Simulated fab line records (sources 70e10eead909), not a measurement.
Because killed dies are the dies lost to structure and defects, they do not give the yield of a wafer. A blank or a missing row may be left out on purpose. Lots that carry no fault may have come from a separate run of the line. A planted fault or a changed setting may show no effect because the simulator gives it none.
fab line records	flow nandHarc
record: lots: 6	wafers: 18	lastDay: 34
route steps=1302 shown A_STAIRCASE@723 END@1302
lots with no fault: from the same line, run without faults
startH: hours from the record's first day to the start of the lot's first wafer shown	waitH: how many hours have passed since the lot's step before this one	" unchanged from the row above	L1.1+2: a single row standing in for several wafers	- value missing, or start not given	* or withheld: withheld	< > ~ a bound
route shown NAME@n: names a module that has steps shown in the file, with the first one's number in the route	usual: mean/standard deviation of fault-free wafers	same: alike in all rows	chamber/n: place in a boat	sites: per-site readings	_std_site: how widely they spread, as a standard deviation	_edge_site: outer sites' mean less inner sites'	radiusMm: for every site, how far away it sits from the centre of the wafer	mask NAME#n: copy n	behind: tool/chamber where the wafer was last shaped	hold: reason for holding the lot/hours on hold/outcome of the hold	device: names the non-switching transistor (n, p or np)	end of line: tests of these same wafers at the route's end	step lacking rows: just its recipe	killed: not the wafer's yield, but the dies lost to structure and defects at the first sort	map: shows each die of a wafer: x if killed, . if not, _ if none is there
set.NAME: the setting as run; set.NAME@STEP: as run at that earlier step	model.NAME: the simulator's own value behind a step, which no gauge read
certain route steps with their lots: each step a table, each wafer a row
services: when a tool's chamber went out of use (startH, in hours from the record's first day, below 0 if earlier), for how many hours, and the reason
== steps ==
step: NHARC_A_STAIRCASE_DEHYDRATE_209
recipe: tempC: 150	timeS: 120
step: NHARC_A_STAIRCASE_HMDS_210
recipe: timeS: 30
step: NHARC_A_STAIRCASE_COAT_211
recipe: spinRpm: 1200
step: NHARC_A_STAIRCASE_SOFTBAKE_212
recipe: tempC: 135	timeS: 170
step: NHARC_A_STAIRCASE_EBR_213
step: NHARC_A_STAIRCASE_EXPOSE_214
recipe: na: 0.5	doseMj: 31.26	maskId: STAIR_3
step: NHARC_A_STAIRCASE_PEB_215
recipe: pebTempC: 115	pebTimeS: 130
step: NHARC_A_STAIRCASE_DEVELOP_216
recipe: timeS: 140
step: NHARC_A_STAIRCASE_HARDBAKE_218
recipe: tempC: 120	timeS: 140
step: NHARC_A_STAIRCASE_DESCUM_219
recipe: timeS: 3	o2FlowSccm: 200	arFlowSccm: 0	biasPowerW: 0	chemistry: O2
usual: drypumpMotorCurrentA: 5.8/0.43	mfcArSccm: 0.013/0.014	oesProductAu: 1.000/0.0074	rfVppV: 57.9/0.89	showerheadPlenumPTorr: 1.92/0.1	throttleValvePct: 11.308/0.0094
lot.wafer	tool	chamber	startH	waitH	drypumpMotorCurrentA	mfcArSccm	oesProductAu	rfHoursCounterH	rfVppV	showerheadPlenumPTorr	throttleValvePct
L280.3	rieDiel-01	1	444.00	-	5.6	0	0.990	15	56.7	1.78	11.309
L280.1	"	2	"	"	5.8	0	0.988	14	56.9	2.02	11.301
L280.6	"	0	"	"	5.3	0.039	0.995	-	58.4	2.05	11.314
L282.1	rieDiel-06	1	464.76	-	5.9	0.022	0.993	53	58.3	1.78	11.327
L282.6	"	0	"	"	6.5	0.036	1.006	-	57.8	1.97	11.311
L282.5	"	1	"	"	5.9	0.022	1.005	-	57.5	1.78	11.308
L283.2	rieDiel-06	0	478.61	-	6.5	0.036	0.998	54	59.2	1.97	11.310
L283.1	"	1	"	"	6.0	0.022	0.990	57	58.3	1.77	11.312
L283.5	"	0	"	"	6.5	0.036	0.998	-	58.3	1.97	11.305
L291.3	rieDiel-06	1	572.65	-	5.9	0.022	1.013	29	59.3	2.07	11.302
L291.5	"	0	"	"	6.5	0.036	1.006	-	58.8	1.96	11.302
L291.6	"	1	"	"	5.9	0.022	1.005	-	58.3	2.07	11.292
L292.3	rieDiel-13	2	589.50	-	6.2	0	0.997	23	57.6	1.95	11.310
L292.4	"	3	"	"	6.2	0.013	1.006	13	58.2	1.96	11.311
L292.1	"	0	"	"	5.4	0.010	1.004	23	58.5	2.05	11.326
L294.3	rieDiel-06	2	602.20	-	5.3	0	1.012	39	57.5	1.81	11.315
L294.4	"	1	"	"	5.9	0.022	1.003	39	57.8	2.06	11.314
L294.6	"	3	"	"	5.4	0.007	1.005	-	57.9	1.82	11.296
step: NHARC_A_STAIRCASE_TRIM_220
recipe: timeS: 211.2	o2FlowSccm: 500	arFlowSccm: 0	biasW: 0	chemistry: O2
usual: drypumpMotorCurrentA: 5.8/0.44	mfcArSccm: 0.011/0.013	oesProductAu: 1.003/0.0091	rfVppV: 57.8/0.92	showerheadPlenumPTorr: 3.54/0.18	throttleValvePct: 17.035/0.0089
lot.wafer	tool	chamber	startH	waitH	drypumpMotorCurrentA	mfcArSccm	oesProductAu	rfHoursCounterH	rfVppV	showerheadPlenumPTorr	throttleValvePct
L280.3	rieDiel-01	2	444.06	0.1	5.8	0	0.989	14	57.1	3.71	17.026
L280.1	"	3	"	"	6.6	0.013	0.999	17	57.7	3.39	17.035
L280.6	"	2	"	"	5.8	0	0.999	-	58.0	3.71	17.036
L282.1	rieDiel-06	0	464.85	0.1	6.5	0.036	1.013	51	59.0	3.62	17.030
L282.6	"	3	"	"	5.4	0.007	1.018	-	58.0	3.38	17.032
L282.5	"	0	"	"	6.5	0.036	1.020	-	57.5	3.62	17.040
L283.2	rieDiel-06	1	478.71	0.1	6.0	0.022	1.003	57	57.5	3.29	17.039
L283.1	"	3	"	"	5.4	0.007	1.015	57	58.6	3.38	17.039
L283.5	"	0	"	"	6.5	0.036	0.997	-	57.5	3.62	17.031
L291.3	rieDiel-06	2	572.73	0.1	5.3	0	1.003	29	56.9	3.35	17.030
L291.5	"	2	"	"	5.3	0	0.995	-	56.8	3.35	17.028
L291.6	"	3	"	"	5.4	0.007	1.010	-	57.8	3.37	17.033
L292.4	rieDiel-13	1	589.58	0.1	5.6	0	1.003	24	58.7	3.38	17.049
L292.1	"	2	"	"	6.2	0	1.001	23	57.8	3.59	17.018
L292.3	"	3	"	"	6.3	0.013	0.991	13	59.5	3.62	17.034
L294.3	rieDiel-06	3	602.30	0.1	5.3	0.007	1.013	31	56.7	3.37	17.033
L294.4	"	0	"	"	6.5	0.036	1.015	32	57.5	3.60	17.040
L294.6	"	3	"	"	5.4	0.007	1.008	-	57.2	3.37	17.027
step: NHARC_A_STAIRCASE_ETCH_221
recipe: targetDepthA: 1000	timeS: 40.5	ionEnergyEv: 400	c4f8FlowSccm: 20	o2FlowSccm: 10	arFlowSccm: withheld	rfW: 600	biasW: 1000	chemistry: C4F8/O2
usual: biasW: 999/3.5	chamberPressureMTorr: 24.999/0.022	oesProductAu: 0.944/0.013	rfVppV: 896/6.3
lot.wafer	tool	chamber	startH	waitH	biasW	chamberPressureMTorr	oesProductAu	rfHoursCounterH	rfVppV
L280.1	rieDiel-01	3	444.22	-	999	24.999	0.938	17	892
L280.3	"	1	"	"	994	24.990	0.950	15	888
L280.6	"	3	"	"	1000	24.978	0.947	-	892
L282.1	rieDiel-06	2	465.00	-	-	-	-	-	-
L282.6	"	3	"	"	-	-	-	-	-
L282.5	"	0	"	"	-	-	-	-	-
L283.1	rieDiel-06	0	478.85	-	-	-	-	-	-
L283.2	"	1	"	"	-	-	-	-	-
L283.5	"	0	"	"	-	-	-	-	-
L291.3	rieDiel-06	3	572.89	-	999	24.985	0.943	24	891
L291.6	"	3	"	"	1004	25.027	0.951	-	888
L291.5	"	0	"	"	1004	24.993	0.942	-	898
L292.4	rieDiel-13	2	589.74	-	1000	24.975	0.942	23	899
L292.1	"	0	"	"	998	24.978	0.968	23	905
L292.3	"	1	"	"	1001	24.967	0.952	24	890
L294.3	rieDiel-06	0	602.43	-	1001	25.015	0.970	32	898
L294.4	"	2	"	"	993	24.990	0.944	39	890
L294.6	"	1	"	"	1003	25.007	0.966	-	907
step: NHARC_A_STAIRCASE_TRIM_222
recipe: timeS: 211.2	o2FlowSccm: 500	arFlowSccm: 0	biasW: 0	chemistry: O2
usual: drypumpMotorCurrentA: 5.8/0.44	mfcArSccm: 0.013/0.014	oesProductAu: 1.001/0.0077	rfVppV: 57.8/0.91	showerheadPlenumPTorr: 3.55/0.18	throttleValvePct: 17.038/0.0089
lot.wafer	tool	chamber	startH	waitH	drypumpMotorCurrentA	mfcArSccm	oesProductAu	rfHoursCounterH	rfVppV	showerheadPlenumPTorr	throttleValvePct
L280.1	rieDiel-01	1	-	-	5.6	0	0.998	15	57.4	3.30	17.043
L280.3	"	2	"	"	5.8	0	0.997	14	58.4	3.71	17.030
L280.6	"	1	"	"	5.6	0	0.990	-	57.1	3.30	17.049
L282.1	rieDiel-06	0	-	-	6.5	0.036	1.007	51	57.3	3.62	17.022
L282.6	"	1	"	"	6.0	0.022	1.005	-	58.2	3.29	17.040
L282.5	"	2	"	"	5.4	0	1.008	-	56.5	3.37	17.048
L283.2	rieDiel-06	0	-	-	6.5	0.036	1.003	55	57.6	3.62	17.050
L283.1	"	3	"	"	5.4	0.007	1.011	58	57.3	3.38	17.050
L283.5	"	0	"	"	6.5	0.036	1.007	-	57.4	3.62	17.036
L291.3	rieDiel-06	0	-	-	6.5	0.036	1.000	26	58.0	3.60	17.016
L291.5	"	3	"	"	5.4	0.007	1.013	-	57.0	3.37	17.027
L291.6	"	0	"	"	6.5	0.036	1.013	-	57.7	3.60	17.039
L292.3	rieDiel-13	1	-	-	5.6	0	1.006	24	58.5	3.38	17.037
L292.1	"	2	"	"	6.3	0	0.988	24	58.3	3.59	17.050
L292.4	"	3	"	"	6.3	0.013	0.994	13	56.9	3.61	17.031
L294.4	rieDiel-06	1	-	-	5.9	0.022	1.002	39	59.5	3.79	17.034
L294.3	"	2	"	"	5.3	0	0.999	39	57.0	3.35	17.035
L294.6	"	2	"	"	5.3	0	1.000	-	56.4	3.35	17.025
step: NHARC_END_SORT_01
recipe: tempC: 25
usual: killedAtArray: 58/20	killedAtOther: 0.9/1.4	killedAtPeriphery: 4/3.1	killedDies: 63/20	killedOpen: 3.3/1.8	killedShort: 2.4/1.5
same: grossDies: 677
lot.wafer	tool	chamber	startH	waitH	hold	killedAtArray	killedAtOther	killedAtPeriphery	killedDies	killedOpen	killedShort
L280.1	prober-01	0	647.21	2.5	-	56	1	10	67	2	2
L280.3	prober-01	0	648.80	3.1	-	88	0	7	95	4	3
L280.6	prober-01	0	651.20	4.0	-	57	0	12	69	7	1
L283.1	prober-02	0	687.72	2.5	awaitDispo/4.6h/scrap	674	0	3	677	3	0
L283.2	prober-02	0	688.52	2.8	awaitDispo/4.6h/scrap	668	0	9	677	3	3
L283.5	prober-02	0	690.91	3.7	awaitDispo/4.6h/scrap	671	0	6	677	3	3
L282.1	prober-01	0	687.79	2.5	awaitDispo/0.9h/scrap	674	0	3	677	2	0
L282.5	prober-01	0	690.94	3.7	awaitDispo/0.9h/scrap	672	0	5	677	3	0
L282.6	prober-01	0	691.73	3.9	awaitDispo/0.9h/scrap	673	0	4	677	5	2
L292.1	prober-01	0	796.76	2.5	-	33	0	0	33	0	0
L292.3	prober-01	0	798.38	3.1	-	29	0	4	33	1	3
L292.4	prober-01	0	799.19	3.4	-	48	1	1	50	3	2
L294.3	prober-02	0	798.33	3.1	-	61	0	1	62	1	1
L294.4	prober-02	0	799.12	3.4	-	37	3	1	41	0	1
L294.6	prober-02	0	800.71	4.0	-	35	0	2	37	5	2
L291.3	prober-01	0	806.21	3.1	-	42	0	4	46	2	2
L291.5	prober-01	0	807.81	3.7	-	35	0	6	41	4	3
L291.6	prober-01	0	808.60	4.0	-	49	1	2	52	3	4
killed by level:class
L280.1 A_CHANNEL_HOLE_D1:chamberFilmFlake=21 A_SLIT:chamberFilmFlake=17 A_CHANNEL_HOLE_D2:chamberFilmFlake=14 P_CONTACT:chamberFilmFlake=4 P_M1:chamberFilmFlake=3 P_STI:chamberFilmFlake=2 P_STI:geometricParticle:open=1 A_M1:chamberFilmFlake=1
L280.3 A_SLIT:chamberFilmFlake=33 A_CHANNEL_HOLE_D1:chamberFilmFlake=26 A_CHANNEL_HOLE_D2:chamberFilmFlake=13 P_CONTACT:chamberFilmFlake=3 A_CONTACT:chamberFilmFlake=3 A_M1:chamberFilmFlake=3 P_M1:chamberFilmFlake=2 A_CHANNEL_FILL_D2:chamberFilmFlake=2
L280.6 A_CHANNEL_HOLE_D1:chamberFilmFlake=29 A_SLIT:chamberFilmFlake=15 P_CONTACT:chamberFilmFlake=6 A_CHANNEL_HOLE_D2:chamberFilmFlake=3 P_STI:chamberFilmFlake=2 A_M1:chamberFilmFlake=2 P_GATE:geometricParticle:open=1 P_CONTACT:geometricParticle:open=1
L283.1 A_STAIRCASE:areaEtch=620 A_CHANNEL_HOLE_D1:chamberFilmFlake=28 A_CHANNEL_HOLE_D2:chamberFilmFlake=15 A_STAIRCASE:chamberFilmFlake=3 A_WL_FILL:chamberFilmFlake=3 P_BONDPAD:chamberFilmFlake=2 P_M0:geometricParticle:open=1 A_ONON_D1:geometricParticle:open=1
L282.1 A_STAIRCASE:areaEtch=600 A_CHANNEL_HOLE_D1:chamberFilmFlake=33 A_SLIT:chamberFilmFlake=23 A_CHANNEL_HOLE_D2:chamberFilmFlake=8 A_CONTACT:chamberFilmFlake=4 A_CHANNEL_FILL_D2:chamberFilmFlake=2 A_DECK1_JOINT:geometricParticle:open=1 A_CONTACT:geometricParticle:open=1
L283.2 A_STAIRCASE:areaEtch=604 A_CHANNEL_HOLE_D1:chamberFilmFlake=36 A_CHANNEL_HOLE_D2:chamberFilmFlake=20 P_BONDPAD:chamberFilmFlake=8 A_CHANNEL_HOLE_D2:geometricParticle:open=2 P_CONTACT:geometricParticle:short=1 A_ONON_D1:geometricParticle:open=1 A_CHANNEL_FILL_D1:geometricParticle:short=1
L283.5 A_STAIRCASE:areaEtch=618 A_CHANNEL_HOLE_D1:chamberFilmFlake=32 A_CHANNEL_HOLE_D2:chamberFilmFlake=12 P_BONDPAD:chamberFilmFlake=4 A_ONON_D2:geometricParticle:short=2 P_CONTACT:geometricParticle:open=1 A_SOURCE_PLATE:geometricParticle:open=1 A_ONON_D1:geometricParticle:open=1
L282.5 A_STAIRCASE:areaEtch=590 A_SLIT:chamberFilmFlake=33 A_CHANNEL_HOLE_D1:chamberFilmFlake=28 A_CHANNEL_HOLE_D2:chamberFilmFlake=8 A_WL_FILL:chamberFilmFlake=5 P_ZERO_WELL:chamberFilmFlake=3 A_STAIRCASE:chamberFilmFlake=2 A_CONTACT:chamberFilmFlake=2
L282.6 A_STAIRCASE:areaEtch=588 A_CHANNEL_HOLE_D1:chamberFilmFlake=31 A_CHANNEL_HOLE_D2:chamberFilmFlake=20 A_SLIT:chamberFilmFlake=19 A_STAIRCASE:chamberFilmFlake=3 A_CONTACT:chamberFilmFlake=3 P_BONDPAD:chamberFilmFlake=2 A_DECK1_JOINT:chamberFilmFlake=2
L292.1 A_SLIT:chamberFilmFlake=19 A_CONTACT:chamberFilmFlake=5 A_SGD_CUT:chamberFilmFlake=3 A_STAIRCASE:chamberFilmFlake=3 A_M0:chamberFilmFlake=2 A_CHANNEL_HOLE_D1:chamberFilmFlake=1
L294.3 A_CHANNEL_HOLE_D2:chamberFilmFlake=39 A_CONTACT:chamberFilmFlake=10 A_SLIT:chamberFilmFlake=7 A_WL_FILL:chamberFilmFlake=2 A_CONTACT:geometricParticle:short=1 A_M1:geometricParticle:open=1 P_ZERO_WELL:chamberFilmFlake=1 A_DECK1_JOINT:chamberFilmFlake=1
L292.3 A_SLIT:chamberFilmFlake=14 A_CHANNEL_HOLE_D1:chamberFilmFlake=4 A_SGD_CUT:chamberFilmFlake=3 A_CONTACT:chamberFilmFlake=3 P_GATE:chamberFilmFlake=2 P_CONTACT:geometricParticle:open=1 P_M0:geometricParticle:short=1 A_ONON_D1:geometricParticle:short=1
L294.4 A_CHANNEL_HOLE_D2:chamberFilmFlake=15 A_SLIT:chamberFilmFlake=10 A_CONTACT:chamberFilmFlake=9 THIN_TSV:chamberFilmFlake=3 A_ONON_D2:geometricParticle:short=1 P_ZERO_WELL:chamberFilmFlake=1 A_CHANNEL_HOLE_D1:chamberFilmFlake=1 A_STAIRCASE:chamberFilmFlake=1
L292.4 A_SLIT:chamberFilmFlake=27 A_CONTACT:chamberFilmFlake=5 A_SGD_CUT:chamberFilmFlake=4 A_CHANNEL_HOLE_D2:chamberFilmFlake=3 A_WL_FILL:chamberFilmFlake=3 A_DECK1_JOINT:geometricParticle:short=1 A_SGD_CUT:geometricParticle:open=1 A_WL_FILL:geometricParticle:short=1
L294.6 A_CHANNEL_HOLE_D2:chamberFilmFlake=13 A_SLIT:chamberFilmFlake=9 A_CONTACT:chamberFilmFlake=6 P_M0:geometricParticle:open=2 A_CHANNEL_FILL_D1:geometricParticle:short=1 A_DECK1_JOINT:geometricParticle:open=1 A_CHANNEL_HOLE_D2:geometricParticle:open=1 A_WL_FILL:geometricParticle:short=1
L291.3 A_CHANNEL_HOLE_D1:chamberFilmFlake=15 A_STAIRCASE:chamberFilmFlake=10 A_CONTACT:chamberFilmFlake=7 A_SLIT:chamberFilmFlake=4 P_GATE:chamberFilmFlake=2 P_CONTACT:geometricParticle:short=1 A_ONON_D1:geometricParticle:open=1 A_CHANNEL_HOLE_D2:geometricParticle:open=1
L291.5 A_CHANNEL_HOLE_D1:chamberFilmFlake=9 A_SLIT:chamberFilmFlake=9 A_STAIRCASE:chamberFilmFlake=4 A_CONTACT:chamberFilmFlake=3 P_M2:geometricParticle:open=2 P_GATE:chamberFilmFlake=2 A_ZERO_WELL:chamberFilmFlake=2 P_M0:geometricParticle:open=1
L291.6 A_CHANNEL_HOLE_D1:chamberFilmFlake=16 A_STAIRCASE:chamberFilmFlake=11 A_SLIT:chamberFilmFlake=6 A_CONTACT:chamberFilmFlake=6 P_GATE:chamberFilmFlake=2 A_WL_FILL:chamberFilmFlake=2 A_ONON_D1:geometricParticle:short=1 A_DECK1_JOINT:geometricParticle:short=1
map L282.1 (x killed, . not)
____________x____________
_________xxxxxxx_________
_______xxxxxxxxxxx_______
______xxxxxxxxxxxxx______
_____xxxxxxxxxxxxxxx_____
____xxxxxxxxxxxxxxxxx____
____xxxxxxxxxxxxxxxxx____
___xxxxxxxxxxxxxxxxxxx___
___xxxxxxxxxxxxxxxxxxx___
__xxxxxxxxxxxxxxxxxxxxx__
__xxxxxxxxxxxxxxxxxxxxx__
_xxxxxxxxxxxxxxxxxxxxxxx_
_xxxxxxxxxxxxxxxxxxxxxxx_
_xxxxxxxxxxxxxxxxxxxxxxx_
_xxxxxxxxxxxxxxxxxxxxxxx_
_xxxxxxxxxxxxxxxxxxxxxxx_
xxxxxxxxxxxxxxxxxxxxxxxxx
xxxxxxxxxxxxxxxxxxxxxxxxx
xxxxxxxxxxxxxxxxxxxxxxxxx
xxxxxxxxxxxxxxxxxxxxxxxxx
xxxxxxxxxxxxxxxxxxxxxxxxx
_xxxxxxxxxxxxxxxxxxxxxxx_
_xxxxxxxxxxxxxxxxxxxxxxx_
_xxxxxxxxxxxxxxxxxxxxxxx_
_xxxxxxxxxxxxxxxxxxxxxxx_
_xxxxxxxxxxxxxxxxxxxxxxx_
__xxxxxxxxxxxxxxxxxxxxx__
__xxxxxxxxxxxxxxxxxxxxx__
___xxxxxxxxxxxxxxxxxxx___
___xxxxxxxxxxxxxxxxxxx___
____xxxxxxxxxxxxxxxxx____
____xxxxxxxxxxxxxxxxx____
_____xxxxxxxxxxxxxxx_____
______xxxxxxxxxxxxx______
_______xxxxxxxxxxx_______
_________xxxxxxx_________
____________x____________
map L283.1 (x killed, . not)
____________x____________
_________xxxxxxx_________
_______xxxxxxxxxxx_______
______xxxxxxxxxxxxx______
_____xxxxxxxxxxxxxxx_____
____xxxxxxxxxxxxxxxxx____
____xxxxxxxxxxxxxxxxx____
___xxxxxxxxxxxxxxxxxxx___
___xxxxxxxxxxxxxxxxxxx___
__xxxxxxxxxxxxxxxxxxxxx__
__xxxxxxxxxxxxxxxxxxxxx__
_xxxxxxxxxxxxxxxxxxxxxxx_
_xxxxxxxxxxxxxxxxxxxxxxx_
_xxxxxxxxxxxxxxxxxxxxxxx_
_xxxxxxxxxxxxxxxxxxxxxxx_
_xxxxxxxxxxxxxxxxxxxxxxx_
xxxxxxxxxxxxxxxxxxxxxxxxx
xxxxxxxxxxxxxxxxxxxxxxxxx
xxxxxxxxxxxxxxxxxxxxxxxxx
xxxxxxxxxxxxxxxxxxxxxxxxx
xxxxxxxxxxxxxxxxxxxxxxxxx
_xxxxxxxxxxxxxxxxxxxxxxx_
_xxxxxxxxxxxxxxxxxxxxxxx_
_xxxxxxxxxxxxxxxxxxxxxxx_
_xxxxxxxxxxxxxxxxxxxxxxx_
_xxxxxxxxxxxxxxxxxxxxxxx_
__xxxxxxxxxxxxxxxxxxxxx__
__xxxxxxxxxxxxxxxxxxxxx__
___xxxxxxxxxxxxxxxxxxx___
___xxxxxxxxxxxxxxxxxxx___
____xxxxxxxxxxxxxxxxx____
____xxxxxxxxxxxxxxxxx____
_____xxxxxxxxxxxxxxx_____
______xxxxxxxxxxxxx______
_______xxxxxxxxxxx_______
_________xxxxxxx_________
____________x____________
== services ==
tool	chamber	startH	hours	kind
rieDiel-06	0	439.24	-	clean
rieDiel-06	1	439.24	-	clean
rieDiel-06	2	439.24	-	clean
rieDiel-06	3	439.24	-	clean
rieDiel-06	0	463.74	-	clean
rieDiel-06	1	463.74	-	clean
rieDiel-06	2	463.74	-	clean
rieDiel-06	3	463.74	-	clean
rieDiel-01	3	481.29	5.7	repair
rieDiel-06	-	484.56	9.0	pm
rieDiel-06	0	484.56	9.0	ventCycle
rieDiel-06	1	484.56	9.0	ventCycle
rieDiel-06	2	484.56	9.0	ventCycle
rieDiel-06	3	484.56	9.0	ventCycle
rieDiel-06	0	493.56	-	clean
rieDiel-06	1	493.56	-	clean
rieDiel-06	1	493.56	-	consumableReplace:showerhead
rieDiel-06	2	493.56	-	clean
rieDiel-06	2	493.56	-	consumableReplace:focusRing
rieDiel-06	3	493.56	-	clean
rieDiel-06	3	493.93	7.9	repair
rieDiel-13	-	519.00	9.0	pm
rieDiel-13	3	528.26	14.9	repair
rieDiel-01	-	559.39	9.0	pm
== key ==
firstSign: step: NHARC_A_STAIRCASE_ETCH_221	reading: toolRecord	direction: missing
effect: step: NHARC_END_SORT_01	reading: killedAtArray	direction: up	sigmas: 31	usual: 58	struck: 672
moreKillsBornAt: NHARC_A_STAIRCASE_ETCH_221@rieDiel-06: 3617
metAt NHARC_A_STAIRCASE_ETCH_221
struckWafers L282.1,L282.5,L282.6,L283.1,L283.2,L283.5
laterRowsLeftOut L282.1,L282.5,L282.6,L283.1,L283.2,L283.5
testerLeftOut L282,L283
fault: kind: skippedStepWhole	tool: rieDiel-06	chamber: -	onsetH: 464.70	steps: NHARC_A_STAIRCASE_ETCH_221	scope: struckLotsOnly
testerLeftOut: of these lots the tester's yield and bins aren't shown, on N5 and GAA mostly nor the transistor test; their killed dies are dies lost to structure and defects alone, not to doping, threshold or leakage, so they don't give the yield
laterRowsLeftOut: the simulator's readings of these wafers behind a module that went badly wrong aren't trusted and aren't shown, but for the sort
